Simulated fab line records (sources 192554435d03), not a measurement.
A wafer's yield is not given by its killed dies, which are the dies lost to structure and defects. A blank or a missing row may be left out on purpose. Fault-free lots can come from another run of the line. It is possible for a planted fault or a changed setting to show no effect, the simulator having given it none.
Split-lot study ; flow n5-finfet ; on a route of 1938 steps: 7 lots, 21 wafers read

ON THE SPLIT
At N5_SD_EPI_P_COAT_34 (time 60 s, resist thk 350 nm), the setting spin-rpm was moved away from the recipe's 1500 rpm on 6 of the 21 wafers read, by -3.4% to +4.1%. This setting was run at the recipe's value on the other wafers.

Reading taken at the split's own step.

THE READING
SOC_of_SD_EPI_P_COAT_34.thk-nm (the simulator's own value, which no gauge read), in nm, at N5_SD_EPI_P_COAT_34 (time 60 s, resist thk 350 nm). There is no usual value for it anywhere in the file. Here, 15 wafers ran the recipe; their average is 350.3 nm with a standard deviation of 1.3 nm.

wafer;tool, chamber at the split;spin-rpm as run, rpm;against the recipe;SOC_of_SD_EPI_P_COAT_34.thk-nm, nm;against lot-mates on the recipe
L074.2;litho-track-02, 0;1500;recipe;349.4;-
L074.6;litho-track-02, 0;1500;recipe;349.4;-
L074.4;litho-track-02, 0;1500;recipe;348.8;-
L078.1;litho-track-01, 0;1500;recipe;349.2;-
L078.2;litho-track-01, 0;1449;-3.4%;356.2;+7.0
L078.3;litho-track-01, 0;1449;-3.4%;356.6;+7.4
L080.2;litho-track-01, 0;1500;recipe;352;-
L080.3;litho-track-01, 0;1500;recipe;352.2;-
L080.6;litho-track-01, 0;1500;recipe;352.2;-
L089.1;litho-track-02, 0;1455;-3.0%;354.8;+4.9
L089.4;litho-track-02, 0;1500;recipe;349.4;-
L089.6;litho-track-02, 0;1500;recipe;350.4;-
L093.3;litho-track-04, 0;1500;recipe;351.4;-
L093.4;litho-track-04, 0;1561;+4.1%;345;-6.9
L093.6;litho-track-04, 0;1500;recipe;352.4;-
L094.1;litho-track-02, 0;1553;+3.5%;346.2;-4.6
L094.3;litho-track-02, 0;1500;recipe;350.8;-
L094.4;litho-track-02, 0;1553;+3.5%;345.4;-5.4
L095.1;litho-track-04, 0;1500;recipe;349.4;-
L095.4;litho-track-04, 0;1500;recipe;349;-
L095.5;litho-track-04, 0;1500;recipe;348.8;-

FIT RESULTS
A straight line over all 21 wafers: SOC_of_SD_EPI_P_COAT_34.thk-nm changes by -1.48 nm for each +1% of spin-rpm; r = -0.92; the points scatter about the line by 1.3 nm.
The same after taking each lot's own level away (the mean of its wafers on the recipe; 21 wafers): -1.73 nm for each +1%; r = -0.98; scatter 0.6 nm.
The reading moves by 7 nm for the largest change in spin-rpm, on that fit.
Measured against the standard deviation above, the lots' own levels, which go from 349.07 to 352.13 nm, span 2.3 times it.
So the slope is not independent of the lot-to-lot level: the two fits are not the same.
Check: -6.78 nm against its lot-mates is what the line predicts for one of the wafers moved furthest among these (+4.1%) when that wafer is left out of the fit. Against them it came out at -6.9 nm.

THE FILE'S OWN FIT
SOC_of_SD_EPI_P_COAT_34.thk-nm changes by -1.71 nm for each +1% of spin-rpm, r = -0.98.
